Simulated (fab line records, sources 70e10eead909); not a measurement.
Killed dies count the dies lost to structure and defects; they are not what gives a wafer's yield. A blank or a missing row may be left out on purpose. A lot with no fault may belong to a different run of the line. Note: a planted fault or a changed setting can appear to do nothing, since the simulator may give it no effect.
Code-filled problem report in 8D (eight disciplines) form    flow nand harc    the parts of the form that need people (team, actions taken, sign-off) are left out

1. THE ISSUE
At NHARC_END_SORT_01, killed at periphery averages 637.4 over 9 wafers from 3 lots, while fault-free wafers read 4.0, standard deviation 2.5. That is +99 or more standard deviations from the usual mean.
The first sign was on wafer L786.1 at day 23 21:43, on prober-02. Wafers with a number at this step in the record: 36, from 12 lots. Rule for "out", or "out of limits": more than 4 standard deviations from the usual mean. Any other wafer with a number is counted as sound.

2. WHAT IT IS, AND WHAT IT ISN'T
question                     is                                                                                                                       is not
which readings at this step  killed at periphery, defect limited yield, killed dies, sort_bin_2_pct, sort n pass, sort rim yield pct, sort yield pct  killed open
which lots                   L785, L786, L787                                                                                                         L767, L768, L769, L770, L773, L775, L777, L778, L784
which wafers of those lots   all that have a number                                                                                                   -
read on which gauges         prober-01, prober-02                                                                                                     -
when                         from day 23 21:43                                                                                                        up to then (27 sound wafers)

3. THE SUSPECTS, EACH WITH WHAT RULES IT OUT
Counting: a tool at a process step up to the reading stays a suspect if it ran every lot that is out and no sound lot after the first of them.
- the gauge at NHARC_END_SORT_01: ruled out. The wafers that are out were read on 2 gauges (prober-01, prober-02).
- rie diel-01 at NHARC_P_BONDPAD_DESCUM_11 (chemistry O2, time 3 s): kept. It processed each lot that is out, first L785 at day 10 20:28, and no sound lot thereafter; up to then, the last sound lot it processed was L784 at day 10 15:10.
- rie diel-01 at NHARC_P_BONDPAD_ETCH_24 (etches the open film in CF4/N2, target depth 30 nm, time 72.99 s): kept. It processed each lot that is out, first L785 at day 10 20:59, and no sound lot thereafter; up to then, the last sound lot it processed was L784 at day 10 15:42. Out on those wafers are its own readings of oes product au, rf fwd power W.
Remaining after the count are rie diel-01 at NHARC_P_BONDPAD_DESCUM_11 and rie diel-01 at NHARC_P_BONDPAD_ETCH_24.

4. THE CAUSE (what the simulator had put in)
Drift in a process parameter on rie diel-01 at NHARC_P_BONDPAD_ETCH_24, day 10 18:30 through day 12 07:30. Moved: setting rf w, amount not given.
This tool is one of the 2 suspects left after counting.

5. SEQUENCE OF EFFECTS, ordered by route
One row per reading whose mean, taken over the struck wafers that have a number, lies over 3 standard deviations from the usual. Readings are gone through only where the record gives a usual standard deviation; hours: the median, over the lots, of the time from a lot's start at the first step in this table giving one to that lot's start at this step; sigmas: the change measured in usual standard deviations.
hours  step                     reading               usual       on struck wafers  change  sigmas
0      NHARC_P_BONDPAD_ETCH_24  oes product au        1.001 a.u.  0.748             -0.253  -25
0      NHARC_P_BONDPAD_ETCH_24  rf fwd power W        297.8 W     178.0             -119.8  -99 or more
309    NHARC_END_SORT_01        defect limited yield  95.3 %      0.0               -95.3   -60
309    NHARC_END_SORT_01        killed at periphery   4.0         637.4             +633.4  +99 or more
309    NHARC_END_SORT_01        killed dies           32          677               +645    +59
309    NHARC_END_SORT_01        sort_bin_2_pct        1.5 %       95.7              +94.2   +99 or more
309    NHARC_END_SORT_01        sort n pass           645         0                 -645    -59
309    NHARC_END_SORT_01        sort rim yield pct    95.6 %      0.0               -95.6   -35
309    NHARC_END_SORT_01        sort yield pct        95.3 %      0.0               -95.3   -60
Process steps it contains:
- NHARC_P_BONDPAD_ETCH_24: etches the open film in CF4/N2, target depth 30 nm, time 72.99 s.

6. HOW IT WOULD HAVE BEEN CAUGHT EARLIER
315 hours passed between the start of the fault at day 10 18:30 and the first reading out of limits at a measuring or inspecting step in this record, taken at day 23 21:43.
At NHARC_P_BONDPAD_ETCH_24, the tool's own readings (oes product au, rf fwd power W) were out on each struck wafer the step has a row for, so an alarm limit on them would have fired on the first such wafer.
Lots out: 3; all had begun NHARC_P_BONDPAD_ETCH_24 on rie diel-01 by day 23 21:43. None of them would have been spared by holding the tool at that moment.
